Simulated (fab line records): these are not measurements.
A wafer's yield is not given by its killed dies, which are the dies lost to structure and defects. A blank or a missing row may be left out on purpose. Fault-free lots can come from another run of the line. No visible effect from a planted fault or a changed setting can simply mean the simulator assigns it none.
Comparing a struck lot with a sound one    flow n5Finfet    18 steps out of a route of 1938
Sound: wafers L831.1, L831.2, L831.4. Wafers struck: L817.1, L817.2, L817.4. At the end, the cause is stated.
For every step that has rows: the tool of each side, followed by ch and its chambers, followed by its first start. Under that, the readings that differ: sound wafers    struck wafers    difference of the means    sigmas: that difference in standard deviations of wafers without a fault.
alike: words and numbers the same on both sides, and readings whose means are apart by under 2 such deviations; not compared: readings that were withheld, readings missing a value for some wafer, numbers with overlapping values and no deviation given by the record, and bounds like >300 which may hide the same value.
A row with sigmas, a row that says differs or no value, or rows on one side alone: a step with any of these is where the two part. Non-overlapping numbers with no deviation appear without sigmas and do not part them. A reading that every wafer of one side lacks parts them only if that side has two wafers or more.

first, 1 step without rows for these wafers: N5_STI_FIN_REVEAL_SRD_21 (time 30 s).
N5_STI_FIN_REVEAL_OXIDATION_33: chemistry O2 PLASMA REMOTE, time 20 s.
  sound on plasmaAsher-01 ch 0,1, day 7 19:28; struck on plasmaAsher-02 ch 0,1, day 4 08:38
  alike: drypumpMotorCurrentA, heaterPowerW, o2FlowSccm
  not compared: rfHoursCounterH
then, 2 steps without rows for these wafers: N5_STI_FIN_REVEAL_CLEAN_19 (cleans in O3/DIW, time 120 s); N5_STI_FIN_REVEAL_SRD_23 (time 30 s).
N5_STI_FIN_REVEAL_CD_MEAS_22: target cd 6.238 nm, pitch 28 nm.
  struck on cdSem-02, day 4 08:49; sound on cdSem-03, day 7 19:38
  alike: cdNm
N5_STI_FIN_REVEAL_FIN_H_MEAS_10:
  struck on ocd-01, day 4 08:50; sound on ocd-02, day 7 19:40
  alike: trenchDepthNm
then, 2 steps without rows for these wafers: N5_STI_FIN_REVEAL_PRECLEAN_18 (cleans in SC2, time 45 s); N5_STI_FIN_REVEAL_SRD_28 (time 30 s).
N5_STI_FIN_REVEAL_INSPECT_13: inspects for defects (darkfield).
  struck on defectInspect-02, day 4 08:56; sound on defectInspect-01, day 7 19:45
  alike: rawDefectCount
then, 2 steps without rows for these wafers: N5_DUMMY_GATE_PRECLEAN_00 (cleans in O3/DIW, time 60 s); N5_DUMMY_GATE_SRD_01 (time 30 s).
N5_DUMMY_GATE_ALD_02: deposits SiO2, target thk 2 nm, pulse time 1 s.
  sound on aldSin-02 ch 0,2,3, day 7 19:50; struck on aldSin-02 ch 0,1,3, day 4 10:17
reading             sound     struck       difference  sigmas
sinceWetCleanH (h)  65 65 65  362 362 362  +297        
  alike: heaterPowerW, precursorPulseHeightRel
N5_DUMMY_GATE_CVD_03: deposits a-Si from SiH4, target thk 150 nm, time 8042 s.
  sound on lpcvd-01 ch 1/15,1/20,1/29, day 7 19:57; struck on lpcvd-01 ch 1/104,1/90,1/95, day 4 10:23
reading                                     sound              struck           difference  sigmas
model.a-Si_of_DUMMY_GATE_CVD_03.thkNm (nm)  149.6 148.8 148.6  111.4 112 112.2  -37.1       
then, 2 steps without rows for these wafers: N5_DUMMY_GATE_PRECLEAN_46 (cleans in DIW, time 89.5 s); N5_DUMMY_GATE_SRD_47 (dry time 32 s).
N5_DUMMY_GATE_CMP_04: polishes a-Si.
  sound on cmp-01 ch 0,2,3, day 8 01:31; struck on cmp-01 ch 0,1,2, day 4 14:08
reading              sound           struck       difference  sigmas
timeToEndpointS (s)  16.9 14.3 16.1  5.9 6.4 7.6  -9.1        -4
  alike: motorCurrentA, retainingRingPressureFrac, slurryFilterDpKPa
N5_BEOL_M4_RC_MEAS_101:
  the record has rows for the sound wafers here (prober-01 ch 0, day 14 15:11) and none for the struck ones
-- record jumps: 8 days separate the struck wafers' starts on either side; left off in module BEOL_M4, taken up again in module PASSIVATION, whose first shown step is the route's number 1936 --
N5_PASSIVATION_PROBE_49:
  only the struck wafers here have rows in the record (prober-01, day 12 23:37); the sound ones have none

== WHERE THEY PART ==
Earliest at N5_DUMMY_GATE_CMP_04; latest, in this record, at N5_PASSIVATION_PROBE_49.

WHY: the cause the simulator had injected
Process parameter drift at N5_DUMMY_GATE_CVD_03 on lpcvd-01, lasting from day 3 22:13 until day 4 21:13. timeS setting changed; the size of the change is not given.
